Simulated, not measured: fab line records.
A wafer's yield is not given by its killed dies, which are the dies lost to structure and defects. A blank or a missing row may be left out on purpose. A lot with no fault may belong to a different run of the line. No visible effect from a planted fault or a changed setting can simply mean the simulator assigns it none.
Chamber matching + flow n5 finfet + rie diel-01 running N5_BEOL_M5_ETCH_61: 4 sister chambers
The step etches SiARC in CF4, target depth 15.6 nm, time 26 s. 14 wafers are shown with their chamber, then 7 later ones without.

== WAFERS, EACH WITH ITS CHAMBER ==
| wafer  | chamber | drypump motor current A (A) | throttle valve pct (%) | showerhead plenum p Torr (Torr) |
|--------|---------|-----------------------------|------------------------|---------------------------------|
| L078.1 | 2       | 5.7                         | 15.32                  | 2.09                            |
| L078.3 | 1       | 5.8                         | 15.53                  | 2.17                            |
| L078.5 | 0       | 5.6                         | 15.57                  | 2.15                            |
| L085.2 | 0       | 5.6                         | 15.61                  | 2.14                            |
| L085.3 | 1       | 5.7                         | 15.55                  | 2.16                            |
| L085.4 | 3       | 5.1                         | 15.28                  | 2.19                            |
| L086.2 | 1       | 5.7                         | 15.56                  | 2.16                            |
| L086.3 | 3       | 5.1                         | 15.27                  | 2.19                            |
| L086.5 | 1       | 5.7                         | 15.56                  | 2.16                            |
| L091.2 | 1       | 5.7                         | 15.56                  | 2.16                            |
| L091.5 | 0       | 5.6                         | 15.64                  | 2.14                            |
| L091.6 | 3       | 5.1                         | 15.28                  | 2.18                            |
| L090.2 | 1       | 5.7                         | 15.57                  | 2.16                            |
| L090.5 | 0       | 5.6                         | 15.63                  | 2.14                            |

SIGNATURES (averages over the wafers above)
| reading                  | chamber 0 | chamber 1 | chamber 2 | chamber 3 | scatter within a chamber |
|--------------------------|-----------|-----------|-----------|-----------|--------------------------|
| drypump motor current A  | 5.600     | 5.717     | 5.700     | 5.100     | 0.0289                   |
| throttle valve pct       | 15.6125   | 15.5550   | 15.3200   | 15.2767   | 0.0197                   |
| showerhead plenum p Torr | 2.1425    | 2.1617    | 2.0900    | 2.1867    | 0.00474                  |
Rule: a wafer lies at a distance from a chamber equal to the root of the sum of squares, over the readings, of (its reading less the chamber's mean, divided by the reading's scatter). The wafer belongs to the nearest chamber; if the next one is less than 2 further off, it can't be placed. The scatter is the square root of a quotient: the sum, over the shown wafers, of each reading's squared deviation from its chamber's mean, divided by wafers minus chambers.

== WAFERS WITH NO CHAMBER GIVEN ==
| wafer  | drypump motor current A (A) | throttle valve pct (%) | showerhead plenum p Torr (Torr) |
|--------|-----------------------------|------------------------|---------------------------------|
| L090.6 | 5.7                         | 15.56                  | 2.16                            |
| L096.2 | 5.6                         | 15.67                  | 2.13                            |
| L096.4 | 5.1                         | 15.33                  | 2.18                            |
| L096.5 | 5.1                         | 15.32                  | 2.18                            |
| L097.1 | 5.7                         | 15.58                  | 2.16                            |
| L097.2 | 5.1                         | 15.32                  | 2.18                            |
| L097.5 | 5.6                         | 15.66                  | 2.13                            |

== THE CHAMBER EACH PASSED THROUGH ==
| wafer  | from the rows above | in truth |
|--------|---------------------|----------|
| L090.6 | 1                   | 1        |
| L096.2 | 0                   | 0        |
| L096.4 | 3                   | 3        |
| L096.5 | 3                   | 3        |
| L097.1 | 1                   | 1        |
| L097.2 | 3                   | 3        |
| L097.5 | 0                   | 0        |
Correct placement for 7 of the 7. Can't be placed from these rows: 0. Wrongly placed: 0.
